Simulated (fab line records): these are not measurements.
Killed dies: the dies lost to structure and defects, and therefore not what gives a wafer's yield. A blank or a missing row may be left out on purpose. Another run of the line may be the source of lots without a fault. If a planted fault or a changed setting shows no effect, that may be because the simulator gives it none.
Struck lot and sound lot, side by side    flow nand-harc    15 out of 1159 route steps
Sound: wafers L494.3, L494.4, L494.6. Struck: wafers L499.1, L499.2, L499.4. Last of all comes the cause.
Each step with rows lists, per side, the tool, then ch with its chambers, then its first start. Under that, the readings that differ: sound wafers    struck wafers    difference of the means    sigmas: that difference in standard deviations of wafers without a fault.
alike: words and numbers the same on both sides, and readings whose means are apart by under 2 such deviations; not compared: readings that were withheld, readings missing a value for some wafer, numbers with overlapping values and no deviation given by the record, and bounds like >300 which may hide the same value.
A row with sigmas, a row that says differs or no value, or rows on one side alone: a step with any of these is where the two part. Numbers that have no deviation but don't overlap get no sigmas and don't part them. A reading missing from all wafers of one side parts the sides only when that side holds two or more wafers.

first, 6 steps without rows for these wafers: NHARC_P_STI_COAT_03 (resist thk 600 nm); NHARC_P_STI_SOFTBAKE_04 (time 70 s); NHARC_P_STI_EBR_05; NHARC_P_STI_EXPOSE_06 (exposes mask P STI, target cd 200 nm); NHARC_P_STI_PEB_07 (peb time 80 s); NHARC_P_STI_DEVELOP_08 (time 50 s).
NHARC_P_STI_CD_MEAS_09: the cd target is 200 nm.
  sound on cd-sem-03 ch 0, day 3 01:31; struck on cd-sem-01 ch 0, day 4 10:12
  alike: cd-nm
NHARC_P_STI_OVL_MEAS_10:
  sound on overlay-02, day 3 01:36; struck on overlay-01, day 4 10:17
reading            sound     struck    difference  sigmas
overlay-x-nm (nm)  -9 -8 -9  9 10 10   +18         +3
overlay-y-nm (nm)  10 9 9    -8 -8 -8  -17         -3
NHARC_P_STI_INSPECT_11:
  sound on defect-inspect-01, day 3 01:38; struck on defect-inspect-02, day 4 10:20
  alike: raw-defect-count
then, 1 step without rows for these wafers: NHARC_P_STI_HARDBAKE_13 (time 65 s).
NHARC_P_STI_DESCUM_14: chemistry O2, time 3 s.
  sound on rie-diel-08 ch 0,2, day 3 01:46; struck on rie-diel-08 ch 1,2,3, day 4 10:28
  alike: drypump-motor-current-A, oes-product-au, rf-vpp-V, showerhead-plenum-p-Torr, throttle-valve-pct
  not compared: rf-hours-counter-h
NHARC_P_STI_ETCH_42: etches the open film in N2/H2, target depth 80 nm, overetch 24 nm, time 61 s.
  sound on rie-diel-08 ch 0,2,3, day 3 01:52; struck on rie-diel-08 ch 0,1,2, day 4 10:34
  alike: bias-w, chamber-pressure-mTorr, drypump-motor-current-A, oes-product-au, rf-vpp-V, showerhead-plenum-p-Torr, throttle-valve-pct
  not compared: rf-hours-counter-h
NHARC_P_STI_ETCH_31: etches the open film in CF4/CHF3, target depth 108.9 nm, time 54.5 s.
  sound on rie-diel-08 ch 0,1,2, day 3 01:56; struck on rie-diel-08 ch 1,2,3, day 4 10:38
  no value came back on the struck wafers for any of 7 readings (bias-w (W), cf4-flow-sccm (sccm) and others); on the sound wafers bias-w (W) reads 200.0 199.3 200.5
  not compared: rf-hours-counter-h
NHARC_P_STI_ETCH_15: etches the open film in HBr/Cl2, target depth 300 nm, time 100.1 s.
  sound on rie-si-01 ch 0,1,3, day 3 02:04; struck on rie-si-04 ch 1,2,3, day 4 10:46
  alike: bias-w, chamber-pressure-mTorr, drypump-motor-current-A, oes-product-au, throttle-valve-pct
  not compared: rf-hours-counter-h
-- the record jumps here: 18 days lie between the struck wafers' starts before and after (it left off in module P_STI and takes up again in module END, whose first step shown is number 1159 of the route) --
NHARC_END_SORT_01:
  here the record holds rows for the struck wafers (prober-02 ch 0, day 22 00:37) but none for the sound ones

WHERE THEY PART
Earliest at NHARC_P_STI_OVL_MEAS_10; latest, in this record, at NHARC_END_SORT_01.

WHY: whatever the simulator had introduced
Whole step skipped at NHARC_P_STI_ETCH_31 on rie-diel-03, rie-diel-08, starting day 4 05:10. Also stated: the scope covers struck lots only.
